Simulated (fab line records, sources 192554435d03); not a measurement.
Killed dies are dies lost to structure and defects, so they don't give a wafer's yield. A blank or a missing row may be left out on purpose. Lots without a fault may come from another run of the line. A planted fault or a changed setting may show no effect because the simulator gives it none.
Which tool did it? | flow n5_finfet | 24 lots, 72 wafers sampled, at 6 steps of a route of 1938

WHAT THE GAUGES READ, wafer by wafer
N5_MIM_TOP_LITHO_OVL_MEAS_11. Usual: MIM_TOP_OVL 3 nm, standard deviation 4.7.
lot  | measured     | on         | MIM_TOP_OVL (nm) | flag
L074 | day 15 10:22 | overlay-01 | 1 0 4            |
L077 | day 15 18:46 | overlay-01 | 8 6 7            |
L075 | day 15 23:11 | overlay-01 | 5 -5 -1          |
L076 | day 15 23:29 | overlay-02 | 0 5 2            |
L078 | day 16 06:13 | overlay-02 | 3 -2 -3          |
L080 | day 16 22:46 | overlay-01 | 13 7 5           |
L082 | day 17 10:02 | overlay-01 | 4 0 3            |
L079 | day 17 15:29 | overlay-01 | 2 5 5            |
L086 | day 18 03:32 | overlay-01 | 6 4 4            |
L081 | day 18 09:58 | overlay-01 | 4 3 -2           |
L083 | day 18 17:16 | overlay-02 | 8 -7 14          |
L084 | day 18 17:51 | overlay-02 | 5 -8 0           |
L090 | day 19 03:17 | overlay-02 | 13 10 11         |
L085 | day 19 08:06 | overlay-02 | 9 6 6            |
L089 | day 20 01:17 | overlay-02 | 6 -5 1           |
L087 | day 20 01:45 | overlay-02 | 2 2 7            |
L088 | day 20 03:08 | overlay-02 | -3 -2 2          |
L091 | day 20 05:34 | overlay-02 | -5 4 -1          |
L096 | day 20 12:55 | overlay-02 | 6 10 10          |
L092 | day 20 23:34 | overlay-02 | 0 0 -1           |
L094 | day 21 04:44 | overlay-02 | 1 6 1            |
L093 | day 21 04:56 | overlay-02 | 14 10 11         |
L095 | day 21 05:28 | overlay-02 | 8 7 6            |
L097 | day 21 15:08 | overlay-01 | 14 12 0          |

WHICH TOOL RAN EACH LOT (tool, then ch and the chambers of the sampled wafers, then the start)
lot  | N5_BEOL_M15_STRIP_37                          | N5_BEOL_M15_SPUTTER_44       | N5_BEOL_M15_CMP_49            | N5_BEOL_M15_DEP_53              | N5_MIM_TOP_DEGAS_04
L074 | rie_diel-05 ch 0,2, day 15 05:33 or earlier   | pvd_sputter-01, day 15 05:33 | cmp-02 ch 0,1,3, day 15 06:17 | pecvd-01 ch 0,2, day 15 06:39   | pvd_sputter-01, day 15 09:46
L077 | rie_diel-05 ch 0,2, day 15 13:28 or earlier   | pvd_sputter-01, day 15 13:28 | cmp-02 ch 0,1,2, day 15 14:18 | pecvd-03 ch 0,1,2, day 15 14:35 | pvd_sputter-02, day 15 18:18
L075 | rie_diel-06 ch 0,2,3, day 15 18:29 or earlier | pvd_sputter-01, day 15 18:29 | cmp-01 ch 0,1,2, day 15 19:15 | pecvd-02 ch 1,2, day 15 19:34   | pvd_sputter-01, day 15 22:35
L076 | rie_diel-02 ch 0,3, day 15 19:44 or earlier   | pvd_sputter-02, day 15 19:44 | cmp-01 ch 0,1,2, day 15 20:31 | pecvd-01 ch 0,1, day 15 20:51   | pvd_sputter-02, day 15 22:54
L078 | rie_diel-02 ch 0,3, day 16 02:55 or earlier   | pvd_sputter-01, day 16 02:55 | cmp-03 ch 0,1,2, day 16 03:39 | pecvd-03 ch 0,1, day 16 04:00   | pvd_sputter-02, day 16 05:45
L080 | rie_diel-02 ch 0,1,3, day 16 17:53 or earlier | pvd_sputter-01, day 16 17:53 | cmp-02 ch 0,2, day 16 18:40   | pecvd-01 ch 0,1, day 16 18:59   | pvd_sputter-01, day 16 22:10
L082 | rie_diel-06 ch 0,2, day 17 05:52 or earlier   | pvd_sputter-02, day 17 05:52 | cmp-01 ch 0,2,3, day 17 07:12 | pecvd-01 ch 0,1,2, day 17 07:34 | pvd_sputter-01, day 17 09:34
L079 | rie_diel-06 ch 0,1,2, day 17 08:14 or earlier | pvd_sputter-02, day 17 08:14 | cmp-03 ch 0,1,2, day 17 09:05 | pecvd-01 ch 0,1,2, day 17 09:21 | pvd_sputter-02, day 17 15:01
L086 | rie_diel-05 ch 1,2,3, day 17 23:05 or earlier | pvd_sputter-03, day 17 23:05 | cmp-02 ch 0,1,2, day 17 23:52 | pecvd-01 ch 0,1,2, day 18 00:11 | pvd_sputter-01, day 18 03:05
L081 | rie_diel-05 ch 0,2,3, day 18 02:31 or earlier | pvd_sputter-03, day 18 02:31 | cmp-02 ch 0,1,3, day 18 03:22 | pecvd-03 ch 0,2, day 18 03:37   | pvd_sputter-02, day 18 09:30
L083 | rie_diel-06 ch 1,2,3, day 18 10:39 or earlier | pvd_sputter-01, day 18 10:39 | cmp-02 ch 0,2,3, day 18 11:29 | pecvd-03 ch 0,1,2, day 18 11:46 | pvd_sputter-01, day 18 16:49
L084 | rie_diel-02 ch 0,3, day 18 10:49 or earlier   | pvd_sputter-03, day 18 10:49 | cmp-03 ch 0,2,3, day 18 11:41 | pecvd-01 ch 0,1,2, day 18 12:02 | pvd_sputter-01, day 18 17:23
L090 | rie_diel-05 ch 0,1, day 18 20:56 or earlier   | pvd_sputter-01, day 18 20:56 | cmp-02 ch 0,3, day 18 22:25   | pecvd-02 ch 0,2, day 18 22:49   | pvd_sputter-03, day 19 02:41
L085 | rie_diel-05 ch 0,1,2, day 19 02:25 or earlier | pvd_sputter-03, day 19 02:25 | cmp-03 ch 0,2,3, day 19 03:27 | pecvd-02 ch 0,1,2, day 19 03:48 | pvd_sputter-01, day 19 07:37
L089 | rie_diel-02 ch 0,2,3, day 19 19:36 or earlier | pvd_sputter-01, day 19 19:36 | cmp-02 ch 1,2,3, day 19 20:21 | pecvd-02 ch 0,2, day 19 20:43   | pvd_sputter-03, day 20 00:42
L087 | rie_diel-06 ch 0,2,3, day 19 20:10 or earlier | pvd_sputter-02, day 19 20:10 | cmp-02 ch 2,3, day 19 20:54   | pecvd-02 ch 0,1,2, day 19 21:16 | pvd_sputter-03, day 20 01:10
L088 | rie_diel-05 ch 1,3, day 19 22:58 or earlier   | pvd_sputter-01, day 19 22:58 | cmp-02 ch 0,1,2, day 19 23:50 | pecvd-02 ch 0,1,2, day 20 00:07 | pvd_sputter-03, day 20 02:38
L091 | rie_diel-02 ch 0,3, day 19 23:00 or earlier   | pvd_sputter-02, day 19 23:00 | cmp-01 ch 0,2,3, day 20 00:02 | pecvd-02 ch 1,2, day 20 00:23   | pvd_sputter-01, day 20 04:59
L096 | rie_diel-05 ch 1,2,3, day 20 06:48 or earlier | pvd_sputter-03, day 20 06:48 | cmp-01 ch 1,2,3, day 20 08:08 | pecvd-01 ch 0,1,2, day 20 08:25 | pvd_sputter-02, day 20 12:19
L092 | rie_diel-02 ch 0,1,2, day 20 18:42 or earlier | pvd_sputter-02, day 20 18:42 | cmp-03 ch 1,2, day 20 19:35   | pecvd-01 ch 1,2, day 20 19:56   | pvd_sputter-03, day 20 22:57
L094 | rie_diel-06 ch 0,1,3, day 20 22:28 or earlier | pvd_sputter-03, day 20 22:28 | cmp-02 ch 1,2,3, day 20 23:13 | pecvd-01 ch 1,2, day 20 23:34   | pvd_sputter-02, day 21 04:17
L093 | rie_diel-06 ch 0,1,3, day 20 22:40 or earlier | pvd_sputter-02, day 20 22:40 | cmp-02 ch 1,3, day 20 23:29   | pecvd-03 ch 0,1,2, day 20 23:51 | pvd_sputter-02, day 21 04:29
L095 | rie_diel-05 ch 0,1, day 20 23:07 or earlier   | pvd_sputter-02, day 20 23:07 | cmp-03 ch 0,3, day 21 00:04   | pecvd-02 ch 0,1, day 21 00:26   | pvd_sputter-02, day 21 04:58
L097 | rie_diel-05 ch 0,1,2, day 21 10:00 or earlier | pvd_sputter-02, day 21 10:00 | cmp-01 ch 1,2,3, day 21 10:51 | pecvd-02 ch 0,1,2, day 21 11:07 | pvd_sputter-02, day 21 14:34
- N5_BEOL_M15_STRIP_37: strips in O2.
- N5_BEOL_M15_SPUTTER_44: material Ta, target thk 15 nm, time 24.19 s.
- N5_BEOL_M15_CMP_49: polishes, stops on SiO2, t overpolish 4.9 s, target thk 850 nm.
- N5_BEOL_M15_DEP_53: deposits SiCN from 3MS/NH3, target thk 50 nm, time 17.8 s.
- N5_MIM_TOP_DEGAS_04: time 60 s.

WHAT THE TOOLS THEMSELVES READ (means of the sampled wafers that have a number; where no wafer has one, the mark that the record gives instead)
N5_BEOL_M15_STRIP_37. Usual: drypump_motor_current_A 5.6 A, standard deviation 0.45; oes_product_au 0.79 a.u., standard deviation 0.092; rf_vpp_V 3.7 V, standard deviation 0.68; showerhead_plenum_p_Torr 2.10 Torr, standard deviation 0.087; throttle_valve_pct 16.64 %, standard deviation 0.23.
lot  | tool        | drypump_motor_current_A (A) | oes_product_au (a.u.) | rf_vpp_V (V) | showerhead_plenum_p_Torr (Torr) | throttle_valve_pct (%) | flag
L074 | rie_diel-05 | 5.4                         | 0.70                  | 3.6          | 2.06                            | 16.82                  |
L077 | rie_diel-05 | 5.7                         | 0.71                  | 3.9          | 2.12                            | 16.72                  |
L075 | rie_diel-06 | 5.8                         | 0.86                  | 3.5          | 2.07                            | 16.50                  |
L076 | rie_diel-02 | 5.4                         | 0.82                  | 3.2          | 2.08                            | 16.89                  |
L078 | rie_diel-02 | 5.4                         | 0.81                  | 3.2          | 2.08                            | 16.90                  |
L080 | rie_diel-02 | 5.6                         | 0.81                  | 4.1          | 2.15                            | 16.86                  |
L082 | rie_diel-06 | 5.7                         | 0.79                  | 3.7          | 2.05                            | 16.59                  |
L079 | rie_diel-06 | 5.6                         | 0.81                  | 4.0          | 2.09                            | 16.49                  |
L086 | rie_diel-05 | 5.8                         | 0.77                  | 3.7          | 2.08                            | 16.55                  |
L081 | rie_diel-05 | 5.6                         | 0.69                  | 3.9          | 2.04                            | 16.76                  |
L083 | rie_diel-06 | 5.7                         | 0.82                  | 3.5          | 2.11                            | 16.43                  |
L084 | rie_diel-02 | 5.4                         | 0.81                  | 4.1          | 2.08                            | 16.93                  |
L090 | rie_diel-05 | 5.4                         | 0.83                  | 3.5          | 2.07                            | 16.55                  |
L085 | rie_diel-05 | 5.6                         | 0.77                  | 3.8          | 2.09                            | 16.67                  |
L089 | rie_diel-02 | 5.2                         | 0.84                  | 2.8          | 2.12                            | 16.78                  |
L087 | rie_diel-06 | 5.8                         | 0.82                  | 3.4          | 2.07                            | 16.55                  |
L088 | rie_diel-05 | 5.6                         | 0.82                  | 3.5          | 2.06                            | 16.46                  |
L091 | rie_diel-02 | 5.1                         | 0.83                  | 3.9          | 2.15                            | 16.95                  |
L096 | rie_diel-05 | 5.8                         | 0.75                  | 3.8          | 2.08                            | 16.57                  |
L092 | rie_diel-02 | 5.4                         | 0.81                  | 3.7          | 2.19                            | 16.75                  |
L094 | rie_diel-06 | 5.8                         | 0.75                  | 3.4          | 2.11                            | 16.68                  |
L093 | rie_diel-06 | 5.8                         | 0.75                  | 3.7          | 2.11                            | 16.69                  |
L095 | rie_diel-05 | 5.4                         | 0.91                  | 3.9          | 2.15                            | 16.40                  |
L097 | rie_diel-05 | 5.6                         | 0.83                  | 3.3          | 2.17                            | 16.51                  |

N5_BEOL_M15_SPUTTER_44. Usual: throttle_valve_pct 29.9 %, standard deviation 0.69.
lot  | tool           | throttle_valve_pct (%) | flag
L074 | pvd_sputter-01 | 30.1                   |
L077 | pvd_sputter-01 | 29.6                   |
L075 | pvd_sputter-01 | 30.0                   |
L076 | pvd_sputter-02 | 30.0                   |
L078 | pvd_sputter-01 | 29.9                   |
L080 | pvd_sputter-01 | 29.6                   |
L082 | pvd_sputter-02 | 29.8                   |
L079 | pvd_sputter-02 | 30.1                   |
L086 | pvd_sputter-03 | 30.1                   |
L081 | pvd_sputter-03 | 28.9                   |
L083 | pvd_sputter-01 | 30.6                   |
L084 | pvd_sputter-03 | 30.1                   |
L090 | pvd_sputter-01 | 29.4                   |
L085 | pvd_sputter-03 | 29.6                   |
L089 | pvd_sputter-01 | 29.9                   |
L087 | pvd_sputter-02 | 30.1                   |
L088 | pvd_sputter-01 | 30.6                   |
L091 | pvd_sputter-02 | 29.5                   |
L096 | pvd_sputter-03 | 30.1                   |
L092 | pvd_sputter-02 | 29.7                   |
L094 | pvd_sputter-03 | 30.0                   |
L093 | pvd_sputter-02 | 29.8                   |
L095 | pvd_sputter-02 | 30.1                   |
L097 | pvd_sputter-02 | 29.7                   |

N5_BEOL_M15_CMP_49. Usual: barrier_field_endpoint_s 11.40 s, standard deviation 0.21; clearing_platen_down_force_psi 2.000 psi, standard deviation 0.004; motor_current_A 8.3 A, standard deviation 0.6; overpolish_run_s 4.900 s, standard deviation 0.009; slurry_flow_ml_min 150.0, standard deviation 0.47.
lot  | tool   | barrier_field_endpoint_s (s) | clearing_platen_down_force_psi (psi) | motor_current_A (A) | overpolish_run_s (s) | slurry_flow_ml_min | flag
L074 | cmp-02 | 11.46                        | 1.998                                | 8.4                 | 4.897                | 149.8              |
L077 | cmp-02 | 11.23                        | 1.998                                | 8.1                 | 4.905                | 150.4              |
L075 | cmp-01 | 11.33                        | 2.001                                | 8.1                 | 4.901                | 149.7              |
L076 | cmp-01 | 11.48                        | 1.999                                | 7.9                 | 4.895                | 149.7              |
L078 | cmp-03 | 11.30                        | 2.002                                | 8.8                 | 4.891                | 150.0              |
L080 | cmp-02 | 11.12                        | 2.002                                | 8.1                 | 4.895                | 150.0              |
L082 | cmp-01 | 11.40                        | 1.998                                | 7.9                 | 4.901                | 149.7              |
L079 | cmp-03 | 11.26                        | 2.000                                | 8.7                 | 4.902                | 149.8              |
L086 | cmp-02 | 11.71                        | 2.001                                | 8.4                 | 4.895                | 149.9              |
L081 | cmp-02 | 11.17                        | 1.999                                | 8.3                 | 4.903                | 149.8              |
L083 | cmp-02 | 11.42                        | 2.002                                | 8.3                 | 4.905                | 149.8              |
L084 | cmp-03 | 11.54                        | 2.001                                | 8.4                 | 4.902                | 150.1              |
L090 | cmp-02 | 11.56                        | 2.000                                | 8.3                 | 4.894                | 149.6              |
L085 | cmp-03 | 11.32                        | 1.999                                | 8.7                 | 4.896                | 150.1              |
L089 | cmp-02 | 11.48                        | 2.003                                | 8.5                 | 4.907                | 149.8              |
L087 | cmp-02 | 11.54                        | 2.003                                | 8.9                 | 4.890                | 149.9              |
L088 | cmp-02 | 11.38                        | 1.998                                | 8.3                 | 4.896                | 149.6              |
L091 | cmp-01 | 11.35                        | 2.001                                | 8.1                 | 4.904                | 149.6              |
L096 | cmp-01 | 11.33                        | 2.002                                | 7.8                 | 4.900                | 149.7              |
L092 | cmp-03 | 11.47                        | 1.998                                | 9.0                 | 4.903                | 149.8              |
L094 | cmp-02 | 11.18                        | 2.003                                | 8.6                 | 4.898                | 150.3              |
L093 | cmp-02 | 11.40                        | 1.997                                | 8.3                 | 4.904                | 150.1              |
L095 | cmp-03 | 11.41                        | 2.003                                | 8.4                 | 4.899                | 150.2              |
L097 | cmp-01 | 11.15                        | 1.998                                | 7.4                 | 4.906                | 149.9              |

N5_BEOL_M15_DEP_53. Usual: rf_fwd_power_W 665 W, standard deviation 3.2; showerhead_plenum_p_Torr 4.157 Torr, standard deviation 0.019; showerhead_vpp_V 1594 V, standard deviation 67; throttle_valve_pct 17.8 %, standard deviation 0.94.
lot  | tool     | rf_fwd_power_W (W) | showerhead_plenum_p_Torr (Torr) | showerhead_vpp_V (V) | throttle_valve_pct (%) | flag
L074 | pecvd-01 | 662                | 4.138                           | 1659                 | 18.5                   |
L077 | pecvd-03 | 662                | 4.151                           | 1586                 | 18.5                   |
L075 | pecvd-02 | 666                | 4.154                           | 1629                 | 17.4                   |
L076 | pecvd-01 | 662                | 4.168                           | 1548                 | 17.6                   |
L078 | pecvd-03 | 664                | 4.170                           | 1624                 | 19.2                   |
L080 | pecvd-01 | 663                | 4.168                           | 1561                 | 17.6                   |
L082 | pecvd-01 | 663                | 4.157                           | 1582                 | 17.9                   |
L079 | pecvd-01 | 665                | 4.164                           | 1575                 | 17.8                   |
L086 | pecvd-01 | 665                | 4.164                           | 1590                 | 17.8                   |
L081 | pecvd-03 | 661                | 4.178                           | 1635                 | 18.7                   |
L083 | pecvd-03 | 660                | 4.149                           | 1590                 | 18.4                   |
L084 | pecvd-01 | 664                | 4.160                           | 1575                 | 17.9                   |
L090 | pecvd-02 | 668                | 4.149                           | 1589                 | 17.3                   |
L085 | pecvd-02 | 669                | 4.156                           | 1605                 | 17.1                   |
L089 | pecvd-02 | 669                | 4.140                           | 1588                 | 17.2                   |
L087 | pecvd-02 | 666                | 4.154                           | 1617                 | 17.3                   |
L088 | pecvd-02 | 669                | 4.155                           | 1620                 | 17.1                   |
L091 | pecvd-02 | 665                | 4.154                           | 1626                 | 17.2                   |
L096 | pecvd-01 | 665                | 4.162                           | 1618                 | 18.0                   |
L092 | pecvd-01 | 663                | 4.180                           | 1526                 | 17.0                   |
L094 | pecvd-01 | 662                | 4.173                           | 1520                 | 17.1                   |
L093 | pecvd-03 | 664                | 4.158                           | 1594                 | 18.6                   |
L095 | pecvd-02 | 666                | 4.168                           | 1590                 | 17.1                   |
L097 | pecvd-02 | 668                | 4.150                           | 1609                 | 17.3                   |

N5_MIM_TOP_DEGAS_04. Usual: heater_power_w 436 W, standard deviation 39.
lot  | tool           | heater_power_w (W) | flag
L074 | pvd_sputter-01 | 438                |
L077 | pvd_sputter-02 | 426                |
L075 | pvd_sputter-01 | 442                |
L076 | pvd_sputter-02 | 432                |
L078 | pvd_sputter-02 | 415                |
L080 | pvd_sputter-01 | 446                |
L082 | pvd_sputter-01 | 429                |
L079 | pvd_sputter-02 | 430                |
L086 | pvd_sputter-01 | 463                |
L081 | pvd_sputter-02 | 414                |
L083 | pvd_sputter-01 | 468                |
L084 | pvd_sputter-01 | 468                |
L090 | pvd_sputter-03 | 457                |
L085 | pvd_sputter-01 | 465                |
L089 | pvd_sputter-03 | 418                |
L087 | pvd_sputter-03 | 425                |
L088 | pvd_sputter-03 | 420                |
L091 | pvd_sputter-01 | 423                |
L096 | pvd_sputter-02 | 406                |
L092 | pvd_sputter-03 | 444                |
L094 | pvd_sputter-02 | 439                |
L093 | pvd_sputter-02 | 406                |
L095 | pvd_sputter-02 | 454                |
L097 | pvd_sputter-02 | 414                |

THE ANSWER, worked out from the rows above alone
Rule: a lot is off if the mean of its wafers that have a number lies more than 3 standard deviations from the usual mean. A lot without any number at a reading at which 4 lots or more have one is off too. The other lots that the step has rows for count as sound. The gauges are gone through in route order, then the tools' own readings, and for those a lot's mean is taken as printed above. The first step at which some lot is off is used, and at that step the reading that is off furthest; a lot without a number counts as furthest.
No lot is off at any reading shown: from this, nothing can be told.

WHAT THE SIMULATOR HAD PUT IN
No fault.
